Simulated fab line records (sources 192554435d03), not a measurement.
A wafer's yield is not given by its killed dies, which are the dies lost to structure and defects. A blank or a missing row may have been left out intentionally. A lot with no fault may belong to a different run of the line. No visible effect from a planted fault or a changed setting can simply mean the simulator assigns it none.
Which tool was responsible? + flow n5Finfet + 11 lots with 33 wafers sampled at 2 steps, on a route of 1938 steps

== WHAT THE GAUGES SHOWED, per wafer ==
N5_PASSIVATION_OVL_MEAS_63. Usual: for PAD_OVL the level is 0 nm and the standard deviation is 4.9.
| lot  | measured     | on         | PAD_OVL (nm) | flag |
|------|--------------|------------|--------------|------|
| L286 | day 12 12:34 | overlay-02 | 1 1 3        |      |
| L287 | day 13 06:35 | overlay-02 | -5 -8 -7     |      |
| L288 | day 13 03:59 | overlay-02 | 2 -1 -2      |      |
| L289 | day 13 04:32 | overlay-02 | -3 -5 -6     |      |
| L292 | day 13 12:46 | overlay-02 | 2 4 0        |      |
| L298 | day 15 09:26 | overlay-02 | -4 7 2       |      |
| L302 | day 16 16:23 | overlay-02 | 7 5 1        |      |
| L303 | day 16 21:35 | overlay-02 | 8 -1 4       |      |
| L305 | day 16 21:20 | overlay-01 | 6 3 1        |      |
| L307 | day 17 19:02 | overlay-01 | -2 -1 -1     |      |
| L308 | day 18 08:44 | overlay-02 | 3 1 -7       |      |

== WHAT TOOL EACH LOT RAN ON (gives the tool, then ch and the chambers of the sampled wafers, and finally the start) ==
| lot  | N5_BEOL_M3_PRE_CLEAN_45     |
|------|-----------------------------|
| L286 | pvdSputter-02, day 7 07:23  |
| L287 | pvdSputter-02, day 7 15:49  |
| L288 | pvdSputter-02, day 7 19:53  |
| L289 | pvdSputter-01, day 8 08:22  |
| L292 | pvdSputter-02, day 9 00:49  |
| L298 | pvdSputter-03, day 10 11:40 |
| L302 | pvdSputter-03, day 11 23:18 |
| L303 | pvdSputter-02, day 12 00:07 |
| L305 | pvdSputter-01, day 12 02:16 |
| L307 | pvdSputter-03, day 12 21:20 |
| L308 | pvdSputter-01, day 13 18:23 |
- N5_BEOL_M3_PRE_CLEAN_45: time 30 s.

== WHAT THE TOOLS THEMSELVES READ (means of the sampled wafers that have a number; where no wafer has one, the mark that the record gives instead) ==
N5_BEOL_M3_PRE_CLEAN_45. Usual: heaterPowerW 344 W, standard deviation 29.
| lot  | tool          | heaterPowerW (W) | flag |
|------|---------------|------------------|------|
| L286 | pvdSputter-02 | 370              |      |
| L287 | pvdSputter-02 | 366              |      |
| L288 | pvdSputter-02 | 359              |      |
| L289 | pvdSputter-01 | 359              |      |
| L292 | pvdSputter-02 | 372              |      |
| L298 | pvdSputter-03 | 318              |      |
| L302 | pvdSputter-03 | 326              |      |
| L303 | pvdSputter-02 | 346              |      |
| L305 | pvdSputter-01 | 330              |      |
| L307 | pvdSputter-03 | 317              |      |
| L308 | pvdSputter-01 | 362              |      |

== THE ANSWER, worked out from the rows above alone ==
Rule: take the mean of a lot's wafers that have a number; if it is more than 3 standard deviations from the usual mean, the lot is off. A lot without any number at a reading at which 4 lots or more have one is off too. The other lots that the step has rows for count as sound. The gauges are gone through in route order, then the tools' own readings, and for those a lot's mean is taken as printed above. At the first step where some lot is off, the reading lying furthest off is the one used; lots without a number count as furthest.
No lot is off at any reading shown: from this, nothing can be told.

== WHAT THE SIMULATOR HAD INSERTED ==
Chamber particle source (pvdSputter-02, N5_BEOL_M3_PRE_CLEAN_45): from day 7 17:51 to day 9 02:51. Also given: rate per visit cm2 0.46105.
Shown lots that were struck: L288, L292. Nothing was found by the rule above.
